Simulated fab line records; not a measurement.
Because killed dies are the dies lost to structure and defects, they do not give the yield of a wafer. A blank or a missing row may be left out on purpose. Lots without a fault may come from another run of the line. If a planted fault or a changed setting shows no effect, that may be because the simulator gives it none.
fab line records ; flow n5Finfet
record lots=7; wafers=39
route steps=1938 shown ZERO_LAYER@11 FIN_SAQP@100 GATE_CUT@510 BEOL_M0@748 BEOL_M2@890 BEOL_M4@1021 BEOL_M5@1191 BEOL_M7@1323 BEOL_M8@1368 BEOL_M12@1639 BEOL_M14@1716 PASSIVATION@1929
startH: the number of hours between the record's first day and the start of the first shown wafer of the lot ; waitH: time in hours since the lot's previous step ; " same as the row above ; L1.1+2: a single row standing in for several wafers ; - no value, or no start given ; * or withheld: withheld ; < > ~ a bound
route shown NAME@n: names a module that has steps shown in the file, with the first one's number in the route ; usual: mean/standard deviation of fault-free wafers ; same: alike in all rows ; chamber/n: place in a boat ; sites: the reading at each site ; _std_site: standard deviation of those values ; _edge_site: mean of outer sites minus mean of inner sites ; radiusMm: for every site, how far away it sits from the centre of the wafer ; mask NAME#n: copy n ; behind: the most recent tool/chamber to have shaped the wafer ; hold: why the lot went on hold/how many hours it stayed there/how the hold came to an end ; device: the transistor (n, p or np) that didn't switch ; end of line: tests of these same wafers at the route's end ; a step given without rows: its recipe and nothing more ; killed: not the wafer's yield, but the dies lost to structure and defects at the first sort ; map: dies across one wafer; x = killed, . = not, _ = none there
set.NAME: the setting as run; set.NAME@STEP: as run at that earlier step ; model.NAME: the simulator's own value behind a step, which no gauge read
lots with deliberately changed settings; one table per step, one row per wafer
## steps
# step N5_ZERO_LAYER_DEVELOP_10
# recipe developTimeS=60; rinseLiquid=diw; dry=airSpin; devTempC=21
# step N5_FIN_SAQP_PECVD_06
# recipe material=a-Si; targetThkA=600; tempC=400; precursor=SiH4/He; pressureTorr=3; rfW=100; timeS=48.1
# step N5_GATE_CUT_ALD_22
# recipe material=SiNx; targetThkA=160; tempC=400; aldPrecursorFamily=SiH2I2; aldCoReactant=N2/H2-plasma; pulseTimeS=1; aldCycles=320; purgeTimeS=2; coReactantPurgeTimeS=2; pressureTorr=2
# step N5_BEOL_M0_DEP_125
# recipe material=SiCN; targetThkA=80; tempC=withheld; precursor=3MS/NH3; pressureTorr=3; rfW=202; timeS=14
# step N5_BEOL_M2_TRENCH_ETCH_37
# recipe chemistry=C4F6/O2; targetDepthA=555.55; target=SiOC; timeS=29.2; ionEnergyEv=250; pressureMtorr=30; sourceW=355; biasW=185; Ar_flow_sccm=300; C4F6_flow_sccm=10; O2_flow_sccm=10
# step N5_BEOL_M4_ILD_DEP_00
# recipe material=SiOC; targetThkA=790; tempC=350; precursor=DEMS/O2; pressureTorr=5; rfW=500; timeS=15.3
# step N5_BEOL_M5_DEP_56
# step N5_BEOL_M7_SPUTTER_48
# recipe material=Cu; targetThkA=100; tempC=-20; biasV=60; powerW=26000; chamberPressurePa=0.13; timeS=1.667
# step N5_BEOL_M8_DESCUM_33
# recipe chemistry=O2; timeS=7; sourcePowerW=50; biasPowerW=20; pressureMtorr=20; rfFrequencyHz=2.712e+07; tempC=40; resist=CAR-EUV; o2FlowSccm=225
# step N5_BEOL_M12_TRENCH_ETCH_34
# recipe chemistry=C4F8/O2/Ar; target=SiOC; targetDepthA=3189.5; maskMaterial=SOC; pressureMtorr=30; sourceW=3000; biasW=700; Ar_flow_sccm=400; C4F8_flow_sccm=15; O2_flow_sccm=8; heInnerTorr=15; heOuterTorr=30; timeS=125.5; ionEnergyEv=250
# step N5_BEOL_M14_ILD_DEP_00
# recipe material=SiO2; targetThkA=11193; tempC=400; precursor=TEOS/O2; pressureTorr=6.5; rfW=900; teosFlowSccm=161.4; gas=O2; flowSccm=2650; timeS=237.4
# step N5_PASSIVATION_PASS_ETCH_47
# recipe chemistry=CF4/O2; target=SiNx; targetDepthA=7700; timeS=385; ionEnergyEv=100; pressureMtorr=40; sourceW=535; biasW=49; Ar_flow_sccm=100; cf4FlowSccm=100; O2_flow_sccm=10
# step N5_PASSIVATION_PROBE_49
# usual defectLimitedYield=91.3/1.5; killed_at_M4_up=15/5.2; killedAtOther=5/3.6; killedDies=103/18; sort_bin_5_function=5.1/0.96; sortNPass=1077/18
lot.wafer;tool;chamber;startH;waitH;set.developTimeS@ZERO_LAYER_DEVELOP_10;set.timeS@FIN_SAQP_PECVD_06;set.aldCycles@GATE_CUT_ALD_22;set.targetThkA@BEOL_M0_DEP_125;set.timeS@BEOL_M2_TRENCH_ETCH_37;set.timeS@BEOL_M4_ILD_DEP_00;set.timeS@BEOL_M5_DEP_56;set.targetThkA@BEOL_M7_SPUTTER_48;set.timeS@BEOL_M8_DESCUM_33;set.targetDepthA@BEOL_M12_TRENCH_ETCH_34;set.targetThkA@BEOL_M14_ILD_DEP_00;set.timeS@PASSIVATION_PASS_ETCH_47;defectLimitedYield[%];killed_at_M4_up;killedAtOther;killedDies;sort_bin_5_function[%];sortNPass
L077.1;prober-02;-;278.47;0.0;60;35.25;320;92.24;29.2;15.3;18.65;100;7;3189.5;11193;385;91.6;13;10;99;5.5;1081
L077.2;prober-02;-;278.52;0.1;86.87;48.1;320;80;36.5;15.3;14;100;3.875;4177;11193;385;89.7;24;4;121;5.8;1059
L077.3;prober-02;-;278.57;0.1;60;48.1;177;80;29.2;15.3;14;126.6;3.875;4177;11193;385;91.0;9;7;106;5.4;1074
L077.4;prober-02;-;278.62;0.2;86.87;35.25;320;92.24;36.5;18.4;14;100;7;3189.5;11193;385;90.9;14;6;107;4.7;1073
L077.5;prober-02;-;278.67;0.2;86.87;48.1;177;92.24;29.2;18.4;18.65;126.6;7;4177;11193;385;90.3;13;5;114;4.5;1066
L077.6;prober-02;-;278.72;0.3;60;35.25;177;80;36.5;18.4;18.65;126.6;3.875;3189.5;11193;385;89.8;24;7;120;6.5;1060
L076.1;prober-01;-;278.69;0.0;60;69.52;320;116.4;20.7;21.5;9.202;100;7;3189.5;11193;385;0.2;1098;4;1178;95.6;2
L076.2;prober-01;-;278.74;0.1;60;48.1;320;116.4;29.2;15.3;14;71.06;4.942;3189.5;11193;385;91.5;32;1;100;5.0;1080
L076.3;prober-01;-;278.79;0.1;60;69.52;320;80;29.2;21.5;14;71.06;7;4372;11193;385;0.1;411;3;1179;95.5;1
L076.4;prober-01;-;278.84;0.2;60;48.1;320;80;20.7;15.3;9.202;71.06;4.942;4372;11193;385;75.9;34;2;284;5.4;896
L076.5;prober-01;-;278.89;0.2;60;48.1;320;116.4;20.7;21.5;14;100;4.942;4372;11193;385;0.1;1079;4;1179;93.6;1
L076.6;prober-01;-;278.94;0.3;60;69.52;320;80;29.2;15.3;9.202;100;7;3189.5;11193;385;90.3;27;1;115;5.6;1065
L079.1;prober-01;-;286.46;0.0;60;48.1;262;80;29.2;15.3;14;159.5;7;3739;11193;385;89.8;11;4;120;6.5;1060
L079.2;prober-01;-;286.51;0.1;27.13;48.1;262;43.65;29.2;15.3;14;159.5;3.296;3739;11193;253.7;0;16;1063;1180;95.3;0
L079.3;prober-01;-;286.56;0.1;27.13;48.1;320;43.65;29.2;15.3;14;100;7;3739;11193;253.7;0;12;1058;1180;95.0;0
L079.4;prober-01;-;286.61;0.2;60;48.1;320;43.65;29.2;15.3;14;100;3.296;3189.5;11193;385;91.6;10;11;99;4.9;1081
L079.5;prober-01;-;286.66;0.2;27.13;48.1;320;80;29.2;15.3;14;159.5;3.296;3189.5;11193;385;90.6;7;7;111;5.9;1069
L079.6;prober-01;-;286.71;0.3;60;48.1;262;80;29.2;15.3;14;100;7;3189.5;11193;253.7;0;14;1088;1180;96.6;0
L080.1;prober-02;-;297.85;0.0;38.05;57.75;320;62.74;29.2;15.3;14;100;7;3189.5;11193;166.7;0;19;1060;1180;95.3;0
L080.2;prober-02;-;297.90;0.1;60;48.1;320;80;34.8;11.87;19.26;100;10.19;3189.5;11193;166.7;0;14;1100;1180;97.5;0
L080.3;prober-02;-;297.95;0.1;38.05;48.1;505;80;29.2;11.87;19.26;78.03;7;3994;11193;166.7;0;25;1056;1180;95.8;0
L080.4;prober-02;-;298.00;0.2;60;57.75;505;62.74;34.8;11.87;14;100;10.19;3994;11193;385;90.8;8;10;109;5.3;1071
L080.5;prober-02;-;298.05;0.2;60;48.1;505;62.74;29.2;15.3;19.26;78.03;10.19;3994;11193;385;91.4;17;11;102;5.4;1078
L080.6;prober-02;-;298.10;0.3;38.05;57.75;320;80;34.8;15.3;14;78.03;7;3189.5;11193;385;91.4;20;17;102;5.2;1078
L085.1;prober-02;-;348.45;0.0;81.11;71.59;320;106.4;29.2;15.3;14;100;4.979;3894;11193;160.2;0;15;966;1180;96.9;0
L085.2;prober-02;-;348.50;0.1;60;48.1;320;80;38.88;11.89;16.87;66.39;4.979;3189.5;17160;385;87.0;45;6;153;7.5;1027
L085.3;prober-02;-;348.55;0.1;60;48.1;320;80;29.2;11.89;14;100;7;3894;17160;160.2;0;17;1107;1180;97.7;0
L085.4;prober-02;-;348.60;0.2;60;71.59;320;106.4;38.88;11.89;14;66.39;7;3189.5;11193;160.2;0;30;7;1180;95.8;0
L085.5;prober-02;-;348.65;0.2;81.11;48.1;320;106.4;38.88;15.3;16.87;100;7;3189.5;17160;385;91.5;17;3;100;4.3;1080
L085.6;prober-02;-;348.70;0.3;81.11;71.59;320;80;29.2;15.3;16.87;66.39;4.979;3894;11193;385;0.2;46;2;1178;95.4;2
L086.1;prober-01;-;348.58;0.0;60;48.1;320;80;29.2;21.78;14;100;7;2446;5817;385;0;1130;1;1180;97.1;0
L086.2;prober-01;-;348.63;0.1;72.81;57.73;320;124.6;29.2;15.3;22.19;100;7;2446;11193;385;92.5;20;5;88;4.3;1092
L086.3;prober-01;-;348.68;0.1;60;48.1;320;80;29.2;21.78;22.19;120.3;7;3189.5;5817;385;0;1135;0;1180;97.8;0
L086.4;prober-01;-;348.73;0.2;72.81;57.73;320;80;29.2;15.3;14;120.3;7;2446;5817;385;85.5;86;2;171;4.5;1009
L086.5;prober-01;-;348.78;0.2;60;57.73;320;124.6;29.2;21.78;22.19;120.3;7;3189.5;11193;385;0;1143;2;1180;98.4;0
L086.6;prober-01;-;348.83;0.3;72.81;48.1;320;124.6;29.2;15.3;14;100;7;3189.5;11193;385;93.1;13;6;81;2.9;1099
L094.2;prober-02;-;379.38;0.1;60;48.1;320;80;29.2;15.3;14;100;7;3189.5;11193;385;89.8;21;2;120;5.3;1060
L094.4;prober-02;-;379.48;0.2;60;48.1;320;80;29.2;15.3;14;100;7;3189.5;11193;385;90.9;15;2;107;5.2;1073
L094.5;prober-02;-;379.53;0.2;60;48.1;320;80;29.2;15.3;14;100;7;3189.5;11193;385;90.8;21;3;108;5.2;1072
# killed by level:class
L077.1 STI_FIN_REVEAL:geometricParticle:open=9 BEOL_M0_SAQP:geometricParticle:open=9 BEOL_M0_SAQP:geometricParticle:short=8 FIN_SAQP:geometricParticle:open=7 BEOL_M0:geometricParticle:open=6 BEOL_M4:geometricParticle:open=5 MOL_CONTACT_COAG:geometricParticle:open=5 BEOL_M4:geometricParticle:short=5
L077.2 STI_FIN_REVEAL:geometricParticle:open=16 BEOL_M0_SAQP:geometricParticle:open=15 MOL_CONTACT_COAG:geometricParticle:open=9 HKMG_FIN:areaEtch=9 BEOL_M4:geometricParticle:open=8 FIN_SAQP:geometricParticle:open=5 FIN_SAQP:geometricParticle:short=5 BEOL_M3:geometricParticle:open=5
L077.3 STI_FIN_REVEAL:geometricParticle:open=17 HKMG_FIN:areaEtch=8 DUMMY_GATE:geometricParticle:open=7 BEOL_M0_SAQP:geometricParticle:open=7 FIN_SAQP:geometricParticle:open=6 FIN_SAQP:geometricParticle:short=5 MOL_CONTACT_COAG:geometricParticle:open=5 BEOL_M0_SAQP:geometricParticle:short=5
L077.4 BEOL_M0_SAQP:geometricParticle:open=13 FIN_SAQP:geometricParticle:open=10 MOL_CONTACT_COAG:geometricParticle:open=9 BEOL_M4:geometricParticle:open=9 BEOL_M2:geometricParticle:open=7 BEOL_M3:geometricParticle:open=7 DUMMY_GATE:geometricParticle:open=6 BEOL_M0_SAQP:geometricParticle:short=6
L077.5 BEOL_M0_SAQP:geometricParticle:short=13 BEOL_M0_SAQP:geometricParticle:open=13 MOL_CONTACT_COAG:geometricParticle:open=10 HKMG_FIN:areaEtch=8 DUMMY_GATE:geometricParticle:open=7 BEOL_M3:geometricParticle:open=7 STI_FIN_REVEAL:geometricParticle:open=6 BEOL_M0:geometricParticle:open=5
L076.1 BEOL_M4:areaDep=1081 BEOL_M2:areaEcd=32 MOL_CONTACT_COAG:geometricParticle:open=7 BEOL_M5:geometricParticle:open=7 BEOL_M2:geometricParticle:open=6 BEOL_M4:geometricParticle:open=4 STARTING-WAFER:geometricParticle:open=4 MOL_CONTACT_COAG:geometricParticle:short=3
L077.6 BEOL_M0_SAQP:geometricParticle:open=14 BEOL_M4:geometricParticle:open=12 BEOL_M3:geometricParticle:open=9 BEOL_M4:geometricParticle:short=7 DUMMY_GATE:geometricParticle:open=6 MOL_CONTACT_COAG:geometricParticle:open=6 FIN_SAQP:geometricParticle:open=5 FIN_SAQP:geometricParticle:short=5
L076.2 BEOL_M7:interfaceVoidOpened=15 MOL_CONTACT_COAG:geometricParticle:open=14 BEOL_M4:geometricParticle:open=8 HKMG_FIN:areaEtch=8 STI_FIN_REVEAL:geometricParticle:open=6 MOL_CONTACT_COAG:geometricParticle:short=6 FIN_SAQP:geometricParticle:open=5 GATE_CUT:geometricParticle:open=5
L076.3 FIN_SAQP:areaEtch=691 BEOL_M4:areaDep=387 MOL_CONTACT_COAG:geometricParticle:open=11 BEOL_M7:interfaceVoidOpened=8 BEOL_M0_SAQP:geometricParticle:open=7 FIN_SAQP:geometricParticle:open=6 FIN_SAQP:geometricParticle:short=6 BEOL_M0_SAQP:geometricParticle:short=6
L076.4 BEOL_M2:areaEcd=175 BEOL_M7:interfaceVoidOpened=16 MOL_CONTACT_COAG:geometricParticle:open=11 BEOL_M2:geometricParticle:open=8 FIN_SAQP:geometricParticle:short=7 BEOL_M4:geometricParticle:open=7 BEOL_M0_SAQP:geometricParticle:open=6 BEOL_M1:geometricParticle:open=6
L076.5 BEOL_M4:areaDep=1064 BEOL_M2:areaEcd=24 MOL_CONTACT_COAG:geometricParticle:open=16 STI_FIN_REVEAL:geometricParticle:open=9 BEOL_M2:geometricParticle:open=9 BEOL_M3:geometricParticle:short=5 FIN_SAQP:geometricParticle:open=4 STI_FIN_REVEAL:geometricParticle:short=4
L076.6 HKMG_FIN:areaEtch=13 MOL_CONTACT_COAG:geometricParticle:open=12 BEOL_M4:geometricParticle:open=10 FIN_SAQP:geometricParticle:open=8 BEOL_M5:geometricParticle:open=7 MOL_CONTACT_COAG:geometricParticle:short=6 BEOL_M2:geometricParticle:open=6 FIN_SAQP:areaEtch=5
L079.1 BEOL_M2:geometricParticle:open=18 BEOL_M0_SAQP:geometricParticle:short=13 BEOL_M3:geometricParticle:open=11 BEOL_M0_SAQP:geometricParticle:open=10 STI_FIN_REVEAL:geometricParticle:open=7 GATE_CUT:geometricParticle:short=7 FIN_SAQP:geometricParticle:open=5 DUMMY_GATE:geometricParticle:open=5
L079.2 PASSIVATION:areaEtch=1051 BEOL_M0_SAQP:geometricParticle:short=14 GATE_CUT:geometricParticle:short=11 BEOL_M0_SAQP:geometricParticle:open=10 GATE_CUT:geometricParticle:open=9 MOL_CONTACT_COAG:geometricParticle:open=7 STI_FIN_REVEAL:geometricParticle:open=6 BEOL_M2:geometricParticle:open=6
L079.3 PASSIVATION:areaEtch=1054 MOL_CONTACT_COAG:geometricParticle:open=16 STI_FIN_REVEAL:geometricParticle:open=15 BEOL_M2:geometricParticle:open=15 BEOL_M1:geometricParticle:open=10 FIN_SAQP:geometricParticle:open=8 BEOL_M3:geometricParticle:open=6 BEOL_M0_SAQP:geometricParticle:open=5
L079.4 BEOL_M1:geometricParticle:open=13 GATE_CUT:geometricParticle:short=9 DUMMY_GATE:geometricParticle:open=6 GATE_CUT:geometricParticle:open=6 FIN_SAQP:geometricParticle:short=5 STI_FIN_REVEAL:geometricParticle:open=5 ILD0:geometricParticle:short=5 BEOL_M1:geometricParticle:short=5
L079.5 BEOL_M2:geometricParticle:open=17 MOL_CONTACT_COAG:geometricParticle:open=9 STI_FIN_REVEAL:geometricParticle:open=9 GATE_CUT:geometricParticle:open=7 GATE_CUT:geometricParticle:short=7 BEOL_M1:geometricParticle:open=7 BEOL_M0_SAQP:geometricParticle:open=6 BEOL_M0_SAQP:geometricParticle:short=5
L079.6 PASSIVATION:areaEtch=1082 BEOL_M0_SAQP:geometricParticle:short=9 STI_FIN_REVEAL:geometricParticle:open=8 MOL_CONTACT_COAG:geometricParticle:open=7 FIN_SAQP:geometricParticle:open=6 BEOL_M1:geometricParticle:open=6 BEOL_M2:geometricParticle:open=6 BEOL_M3:geometricParticle:short=6
L080.1 PASSIVATION:areaEtch=1046 BEOL_M0_SAQP:geometricParticle:short=12 BEOL_M2:geometricParticle:open=11 BEOL_M1:geometricParticle:open=10 STI_FIN_REVEAL:geometricParticle:open=8 BEOL_M3:geometricParticle:open=8 BEOL_M4:geometricParticle:open=7 FIN_SAQP:geometricParticle:open=6
L080.2 PASSIVATION:areaEtch=1089 MOL_CONTACT_COAG:geometricParticle:open=11 STI_FIN_REVEAL:geometricParticle:open=10 BEOL_M4:geometricParticle:open=6 BEOL_M5:geometricParticle:open=5 STARTING-WAFER:geometricParticle:open=5 BEOL_M1:geometricParticle:open=4 ILD0:geometricParticle:open=4
L080.3 PASSIVATION:areaEtch=1050 MOL_CONTACT_COAG:geometricParticle:open=17 BEOL_M1:geometricParticle:open=17 BEOL_M4:geometricParticle:open=13 BEOL_M3:geometricParticle:open=10 GATE_CUT:geometricParticle:short=7 FIN_SAQP:geometricParticle:open=6 GATE_CUT:geometricParticle:open=6
L080.4 MOL_CONTACT_COAG:geometricParticle:open=13 BEOL_M2:geometricParticle:open=10 FIN_SAQP:geometricParticle:short=9 HKMG_FIN:areaEtch=8 BEOL_M1:geometricParticle:short=6 ILD0:geometricParticle:open=5 BEOL_M1:geometricParticle:open=5 ILD0:geometricParticle:short=4
L080.5 MOL_CONTACT_COAG:geometricParticle:open=10 BEOL_M2:geometricParticle:open=8 FIN_SAQP:geometricParticle:open=6 FIN_SAQP:geometricParticle:short=6 BEOL_M1:geometricParticle:open=6 BEOL_M3:geometricParticle:open=6 BEOL_M7:interfaceVoidOpened=6 STI_FIN_REVEAL:geometricParticle:open=5
L080.6 MOL_CONTACT_COAG:geometricParticle:open=10 MOL_CONTACT_COAG:geometricParticle:short=8 BEOL_M4:geometricParticle:open=7 FIN_SAQP:geometricParticle:open=6 BEOL_M3:geometricParticle:open=6 PASS1_CAP:geometricParticle:open=5 BEOL_M7:interfaceVoidOpened=5 FIN_SAQP:geometricParticle:short=4
L085.1 PASSIVATION:areaEtch=964 FIN_SAQP:areaEtch=120 MOL_CONTACT_COAG:geometricParticle:open=10 FIN_SAQP:geometricParticle:short=9 BEOL_M1:geometricParticle:open=7 BEOL_M2:geometricParticle:open=7 STI_FIN_REVEAL:geometricParticle:open=6 MOL_CONTACT_COAG:geometricParticle:short=5
L085.2 BEOL_M7:interfaceVoidOpened=28 BEOL_M1:geometricParticle:open=14 FIN_SAQP:geometricParticle:short=10 STI_FIN_REVEAL:geometricParticle:open=10 MOL_CONTACT_COAG:geometricParticle:open=10 FIN_SAQP:geometricParticle:open=8 HKMG_FIN:areaEtch=7 DUMMY_GATE:geometricParticle:open=6
L085.3 PASSIVATION:areaEtch=1102 MOL_CONTACT_COAG:geometricParticle:open=7 STI_FIN_REVEAL:geometricParticle:open=5 BEOL_M3:geometricParticle:open=5 BEOL_M4:geometricParticle:open=5 FIN_SAQP:geometricParticle:short=4 BEOL_M0_SAQP:geometricParticle:short=4 BEOL_M0_SAQP:geometricParticle:open=4
L086.1 BEOL_M4:areaDep=1100 BEOL_M4:geometricParticle:open=18 FIN_SAQP:geometricParticle:short=9 MOL_CONTACT_COAG:geometricParticle:open=8 BEOL_M4:geometricParticle:short=5 FIN_SAQP:geometricParticle:open=4 STI_FIN_REVEAL:geometricParticle:open=4 MOL_CONTACT_COAG:geometricParticle:short=3
L085.4 FIN_SAQP:areaEtch=1060 BEOL_M7:interfaceVoidOpened=24 MOL_CONTACT_COAG:geometricParticle:open=17 MOL_CONTACT_COAG:geometricParticle:short=10 BEOL_M1:geometricParticle:open=8 GATE_CUT:geometricParticle:open=7 BEOL_M0_SAQP:geometricParticle:short=6 BEOL_M2:geometricParticle:open=5
L086.2 BEOL_M4:geometricParticle:open=11 BEOL_M0_SAQP:geometricParticle:open=10 HKMG_FIN:areaEtch=9 BEOL_M0_SAQP:geometricParticle:short=8 STI_FIN_REVEAL:geometricParticle:open=7 FIN_SAQP:geometricParticle:open=6 FIN_SAQP:geometricParticle:short=4 MOL_CONTACT_COAG:geometricParticle:open=4
L085.5 HKMG_FIN:areaEtch=15 BEOL_M2:geometricParticle:open=11 MOL_CONTACT_COAG:geometricParticle:open=10 BEOL_M4:geometricParticle:open=6 BEOL_M0_SAQP:geometricParticle:short=6 BEOL_M0_SAQP:geometricParticle:open=6 FIN_SAQP:geometricParticle:short=5 FIN_SAQP:geometricParticle:open=4
L086.3 BEOL_M4:areaDep=1117 BEOL_M4:geometricParticle:open=9 MOL_CONTACT_COAG:geometricParticle:open=6 BEOL_M0_SAQP:geometricParticle:short=5 FIN_SAQP:geometricParticle:open=4 STI_FIN_REVEAL:geometricParticle:open=4 BEOL_M0_SAQP:geometricParticle:open=4 ILD0:geometricParticle:open=3
L085.6 FIN_SAQP:areaEtch=1054 BEOL_M7:interfaceVoidOpened=28 STI_FIN_REVEAL:geometricParticle:open=12 BEOL_M3:geometricParticle:open=11 MOL_CONTACT_COAG:geometricParticle:open=7 FIN_SAQP:geometricParticle:short=6 MOL_CONTACT_COAG:geometricParticle:short=6 BEOL_M2:geometricParticle:open=6
L086.4 BEOL_M14:areaDep=65 FIN_SAQP:geometricParticle:short=13 HKMG_FIN:areaEtch=12 FIN_SAQP:geometricParticle:open=10 BEOL_M4:geometricParticle:open=8 MOL_CONTACT_COAG:geometricParticle:open=7 MOL_CONTACT_COAG:geometricParticle:short=6 BEOL_M0_SAQP:geometricParticle:short=6
L086.5 BEOL_M4:areaDep=1135 BEOL_M4:geometricParticle:open=6 MOL_CONTACT_COAG:geometricParticle:open=5 DUMMY_GATE:geometricParticle:open=4 FIN_SAQP:geometricParticle:open=3 STI_FIN_REVEAL:geometricParticle:open=3 ILD0:geometricParticle:open=3 GATE_CUT:geometricParticle:short=3
L086.6 HKMG_FIN:areaEtch=12 BEOL_M4:geometricParticle:open=7 BEOL_M0_SAQP:geometricParticle:short=6 BEOL_M2:geometricParticle:open=5 FIN_SAQP:geometricParticle:open=4 MOL_CONTACT_COAG:geometricParticle:open=4 BEOL_M0_SAQP:geometricParticle:open=4 STARTING-WAFER:geometricParticle:open=4
L094.2 GATE_CUT:geometricParticle:short=9 MOL_CONTACT_COAG:geometricParticle:open=9 BEOL_M1:geometricParticle:open=9 HKMG_FIN:areaEtch=8 BEOL_M0_SAQP:geometricParticle:open=7 BEOL_M3:geometricParticle:open=7 BEOL_M0_SAQP:geometricParticle:short=6 BEOL_M2:geometricParticle:open=6
L094.4 MOL_CONTACT_COAG:geometricParticle:open=15 BEOL_M1:geometricParticle:open=14 BEOL_M4:geometricParticle:open=9 GATE_CUT:geometricParticle:short=8 FIN_SAQP:geometricParticle:short=6 STI_FIN_REVEAL:geometricParticle:open=6 STARTING-WAFER:geometricParticle:short=6 DUMMY_GATE:geometricParticle:open=5
L094.5 MOL_CONTACT_COAG:geometricParticle:open=12 FIN_SAQP:geometricParticle:open=9 GATE_CUT:geometricParticle:short=9 HKMG_FIN:areaEtch=8 BEOL_M4:geometricParticle:open=7 DUMMY_GATE:geometricParticle:open=5 BEOL_M1:geometricParticle:open=5 BEOL_M0_SAQP:geometricParticle:open=4
## key
split step=N5_ZERO_LAYER_DEVELOP_10; setting=developTimeS; statedAs=60
response none clear
split step=N5_FIN_SAQP_PECVD_06; setting=timeS; statedAs=48.1
response none clear
split step=N5_GATE_CUT_ALD_22; setting=aldCycles; statedAs=320
response none clear
split step=N5_BEOL_M0_DEP_125; setting=targetThkA; statedAs=80
response none clear
split step=N5_BEOL_M2_TRENCH_ETCH_37; setting=timeS; statedAs=29.2
response none clear
split step=N5_BEOL_M4_ILD_DEP_00; setting=timeS; statedAs=15.3
response step=N5_PASSIVATION_PROBE_49; reading=killed_at_M4_up; slope=+16.7; per=1%; togetherWith=all; explained=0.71
response step=N5_PASSIVATION_PROBE_49; reading=sort_bin_5_function; slope=+1.55; per=1%; togetherWith=all; explained=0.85
response step=N5_PASSIVATION_PROBE_49; reading=killedDies; slope=+17.5; per=1%; togetherWith=all; explained=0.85
response step=N5_PASSIVATION_PROBE_49; reading=defectLimitedYield; slope=-1.48; per=1%; togetherWith=all; explained=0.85
response step=N5_PASSIVATION_PROBE_49; reading=sortNPass; slope=-17.5; per=1%; togetherWith=all; explained=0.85
split step=N5_BEOL_M5_DEP_56; setting=timeS; statedAs=14
response none clear
split step=N5_BEOL_M7_SPUTTER_48; setting=targetThkA; statedAs=100
response none clear
split step=N5_BEOL_M8_DESCUM_33; setting=timeS; statedAs=7
response none clear
split step=N5_BEOL_M12_TRENCH_ETCH_34; setting=targetDepthA; statedAs=3189.5
response none clear
split step=N5_BEOL_M14_ILD_DEP_00; setting=targetThkA; statedAs=11193
response none clear
split step=N5_PASSIVATION_PASS_ETCH_47; setting=timeS; statedAs=385
response step=N5_PASSIVATION_PROBE_49; reading=killedAtOther; slope=-18.9; per=1%; togetherWith=all; explained=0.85
response step=N5_PASSIVATION_PROBE_49; reading=sortNPass; slope=+18.3; per=1%; togetherWith=all; explained=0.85
response step=N5_PASSIVATION_PROBE_49; reading=killedDies; slope=-18.3; per=1%; togetherWith=all; explained=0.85
response step=N5_PASSIVATION_PROBE_49; reading=defectLimitedYield; slope=+1.55; per=1%; togetherWith=all; explained=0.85
response step=N5_PASSIVATION_PROBE_49; reading=sort_bin_5_function; slope=-1.57; per=1%; togetherWith=all; explained=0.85
